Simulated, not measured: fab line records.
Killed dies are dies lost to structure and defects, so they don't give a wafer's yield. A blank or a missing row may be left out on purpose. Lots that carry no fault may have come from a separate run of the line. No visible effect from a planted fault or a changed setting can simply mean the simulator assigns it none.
The tool behind it: which one?    flow n5-finfet    27 wafers from 9 lots sampled at 7 of the route's 1938 steps

WHAT THE GAUGES READ, wafer by wafer
N5_BEOL_M8_OCD_MEAS_38. Usual: trench-depth-nm 92.2 nm, standard deviation 2.4.
lot   measured      on      trench-depth-nm (nm)  flag
L578  day 9 11:11   ocd-01  90.1 91.8 89.9        
L577  day 9 14:34   ocd-02  97.2 98.0 91.0        
L583  day 10 16:35  ocd-02  92.2 92.3 92.8        
L586  day 11 21:38  ocd-01  91.5 96.8 96.2        
L593  day 13 15:20  ocd-01  94.7 94.9 93.3        
L595  day 14 03:37  ocd-02  105.4 104.8 104.1     OFF
L594  day 14 13:31  ocd-01  99.4 105.4 99.1       OFF
L598  day 15 00:44  ocd-01  93.3 90.8 89.7        
L599  day 15 12:04  ocd-01  90.1 90.7 94.1        

N5_BEOL_M8_CD_MEAS_35: target cd 40 nm. Usual: cd-nm 40.0 nm, standard deviation 0.76.
lot   measured      on         cd-nm (nm)      flag
L578  day 9 11:20   cd-sem-03  39.4 38.8 39.5  
L577  day 9 14:43   cd-sem-01  39.4 39.3 40.9  
L583  day 10 16:44  cd-sem-02  40.0 40.5 40.3  
L586  day 11 21:47  cd-sem-01  42.0 40.0 40.6  
L593  day 13 15:29  cd-sem-01  39.4 40.3 39.4  
L595  day 14 03:46  cd-sem-01  39.4 40.2 39.8  
L594  day 14 13:40  cd-sem-02  39.3 38.9 39.1  
L598  day 15 00:53  cd-sem-01  40.6 41.1 39.0  
L599  day 15 12:13  cd-sem-03  41.1 40.5 40.2  

N5_BEOL_M8_THK_MEAS_53: measures by xrf. Usual: M8_THK gives 78.0 nm (standard deviation 2.7).
lot   measured      on             M8_THK (nm)     flag
L578  day 9 13:46   film-metro-02  78.9 78.1 77.2  
L577  day 9 18:24   film-metro-01  83.2 81.4 77.1  
L583  day 10 19:54  film-metro-01  76.2 77.5 79.7  
L586  day 12 00:30  film-metro-02  76.4 84.2 85.0  
L593  day 13 17:45  film-metro-02  79.6 79.9 79.7  
L595  day 14 06:58  film-metro-02  92.0 90.4 90.4  OFF
L594  day 14 15:43  film-metro-01  85.7 88.6 84.3  OFF
L598  day 15 03:50  film-metro-01  77.6 76.8 76.6  
L599  day 15 14:58  film-metro-01  76.1 77.4 79.2  

N5_BEOL_M8_RS_MEAS_57: a four-point-probe measurement. Usual: M8_RS gives 0.294 ohm/sq (standard deviation 0.012).
lot   measured      on             M8_RS (ohm/sq)     flag
L578  day 9 13:54   film-metro-01  0.292 0.293 0.298  
L577  day 9 18:34   film-metro-01  0.268 0.276 0.294  
L583  day 10 20:02  film-metro-02  0.298 0.295 0.284  
L586  day 12 00:38  film-metro-02  0.303 0.271 0.269  
L593  day 13 17:56  film-metro-01  0.285 0.287 0.287  
L595  day 14 07:08  film-metro-02  0.243 0.247 0.247  OFF
L594  day 14 15:51  film-metro-02  0.263 0.253 0.267  
L598  day 15 03:58  film-metro-01  0.291 0.293 0.295  
L599  day 15 15:05  film-metro-01  0.299 0.295 0.285  

EACH LOT AND THE TOOL THAT RAN IT (in order: tool; ch and the chambers of the sampled wafers; start)
lot   N5_BEOL_M8_ETCH_66                  N5_BEOL_M8_TRENCH_ETCH_37           N5_BEOL_M8_PRE_CLEAN_45
L578  rie-diel-04 ch 0,2,3, day 9 10:50   rie-diel-04 ch 0,2,3, day 9 11:02   pvd-sputter-01, day 9 11:49
L577  rie-diel-05 ch 0,2, day 9 14:13     rie-diel-05 ch 0,2, day 9 14:25     pvd-sputter-01, day 9 15:17
L583  rie-diel-02 ch 0,1,2, day 10 16:14  rie-diel-02 ch 0,1,2, day 10 16:25  pvd-sputter-01, day 10 17:27
L586  rie-diel-05 ch 2,3, day 11 21:17    rie-diel-05 ch 2,3, day 11 21:28    pvd-sputter-01, day 11 22:40
L593  rie-diel-02 ch 0,2, day 13 14:59    rie-diel-02 ch 0,2, day 13 15:11    pvd-sputter-01, day 13 16:03
L595  rie-diel-05 ch 0,3, day 14 03:16    rie-diel-05 ch 0,3, day 14 03:27    pvd-sputter-02, day 14 05:26
L594  rie-diel-05 ch 1,3, day 14 13:10    rie-diel-05 ch 1,3, day 14 13:22    pvd-sputter-03, day 14 14:15
L598  rie-diel-04 ch 1,2, day 15 00:22    rie-diel-04 ch 1,2, day 15 00:34    pvd-sputter-03, day 15 02:10
L599  rie-diel-02 ch 0,2,3, day 15 11:43  rie-diel-02 ch 0,2,3, day 15 11:54  pvd-sputter-01, day 15 13:14
- N5_BEOL_M8_ETCH_66: etches SOC in N2/H2, target depth 80 nm, overetch 16 nm, time 120 s.
- N5_BEOL_M8_TRENCH_ETCH_37: etches SiCOH lowk in C4F6/O2, target depth 93.478 nm, time 31.2 s.
- N5_BEOL_M8_PRE_CLEAN_45: time 30 s.

WHAT THE TOOLS THEMSELVES READ (means of the sampled wafers that have a number; where no wafer has one, the mark that the record gives instead)
N5_BEOL_M8_ETCH_66. Usual: drypump-motor-current-A 5.7 A, standard deviation 0.4; oes-product-au 0.63 a.u., standard deviation 0.073; rf-fwd-power-W 835.1 W, standard deviation 2.7; rf-vpp-V 523.9 V, standard deviation 2.9; showerhead-plenum-p-Torr 2.55 Torr, standard deviation 0.1; throttle-valve-pct 17.72 %, standard deviation 0.27.
lot   tool         drypump-motor-current-A (A)  oes-product-au (a.u.)  rf-fwd-power-W (W)  rf-vpp-V (V)  showerhead-plenum-p-Torr (Torr)  throttle-valve-pct (%)  flag
L578  rie-diel-04  5.6                          0.63                   835.9               524.6         2.57                             17.85                   
L577  rie-diel-05  5.2                          0.65                   836.1               523.4         2.52                             17.47                   
L583  rie-diel-02  5.9                          0.65                   836.7               522.5         2.51                             17.71                   
L586  rie-diel-05  5.5                          0.62                   835.7               521.3         2.43                             17.97                   
L593  rie-diel-02  6.0                          0.71                   836.6               526.7         2.65                             17.49                   
L595  rie-diel-05  5.2                          0.65                   832.9               524.5         2.56                             17.64                   
L594  rie-diel-05  5.9                          0.58                   837.1               524.7         2.57                             17.98                   
L598  rie-diel-04  5.4                          0.71                   835.3               522.5         2.54                             17.77                   
L599  rie-diel-02  6.1                          0.69                   835.3               524.4         2.57                             17.55                   

N5_BEOL_M8_TRENCH_ETCH_37. Usual: drypump-motor-current-A is 5.7 A with standard deviation 0.4, oes_o_777_au is 0.82 a.u. with standard deviation 0.1, oes-product-au is 0.82 a.u. with standard deviation 0.098, rf-fwd-power-W is 340.4 W with standard deviation 1.5, rf-vpp-V is 652 V with standard deviation 20, showerhead-plenum-p-Torr is 2.85 Torr with standard deviation 0.11, and throttle-valve-pct is 20.76 % with standard deviation 0.23.
lot   tool         drypump-motor-current-A (A)  oes_o_777_au (a.u.)  oes-product-au (a.u.)  rf-fwd-power-W (W)  rf-vpp-V (V)  showerhead-plenum-p-Torr (Torr)  throttle-valve-pct (%)  flag
L578  rie-diel-04  5.6                          0.79                 0.80                   341.0               664           2.86                             20.87                   
L577  rie-diel-05  5.2                          0.87                 0.86                   338.4               634           2.82                             20.58                   
L583  rie-diel-02  5.9                          0.85                 0.84                   341.2               649           2.80                             20.68                   
L586  rie-diel-05  5.5                          0.83                 0.83                   340.2               654           2.73                             21.08                   
L593  rie-diel-02  5.9                          0.96                 0.93                   342.4               637           2.96                             20.60                   
L595  rie-diel-05  5.2                          1.11                 0.91                   422.0               564           2.88                             20.81                   OFF
L594  rie-diel-05  5.9                          0.94                 0.81                   421.7               592           2.88                             21.12                   OFF
L598  rie-diel-04  5.4                          0.91                 0.90                   341.3               649           2.83                             20.72                   
L599  rie-diel-02  6.1                          0.90                 0.89                   339.5               639           2.88                             20.63                   

N5_BEOL_M8_PRE_CLEAN_45. Usual: heater-power-w 332 W, standard deviation 32.
lot   tool            heater-power-w (W)  flag
L578  pvd-sputter-01  320                 
L577  pvd-sputter-01  290                 
L583  pvd-sputter-01  317                 
L586  pvd-sputter-01  287                 
L593  pvd-sputter-01  284                 
L595  pvd-sputter-02  351                 
L594  pvd-sputter-03  333                 
L598  pvd-sputter-03  333                 
L599  pvd-sputter-01  318                 

THE ANSWER, worked out from the rows above alone
Rule: a lot counts as off when the mean over its wafers that have a number is more than 3 standard deviations away from the usual mean. A lot without any number at a reading at which 4 lots or more have one is off too. Any other lot the step has rows for is counted as sound. Order of review: gauges by route order, followed by the tools' own readings, for which a lot's mean as printed above is used. The first step at which some lot is off is used, and at that step the reading that is off furthest; a lot without a number counts as furthest.
Off at N5_BEOL_M8_OCD_MEAS_38 (trench-depth-nm): L595, L594.
If a tool, at a process step before that reading, ran all the lots that are off and no sound lot after the first of them, it fits. Not tried: the gauges at N5_BEOL_M8_OCD_MEAS_38; whatever is off there is also off at N5_BEOL_M8_THK_MEAS_53, on other tools, and gauge error can't account for it. One fits: rie-diel-05 at N5_BEOL_M8_ETCH_66 and N5_BEOL_M8_TRENCH_ETCH_37. At N5_BEOL_M8_ETCH_66 its last sound lot is L586 (day 11 21:17), its first lot that is off L595 (day 14 03:16): a fault that began between those two fits.

WHAT THE SIMULATOR PUT IN
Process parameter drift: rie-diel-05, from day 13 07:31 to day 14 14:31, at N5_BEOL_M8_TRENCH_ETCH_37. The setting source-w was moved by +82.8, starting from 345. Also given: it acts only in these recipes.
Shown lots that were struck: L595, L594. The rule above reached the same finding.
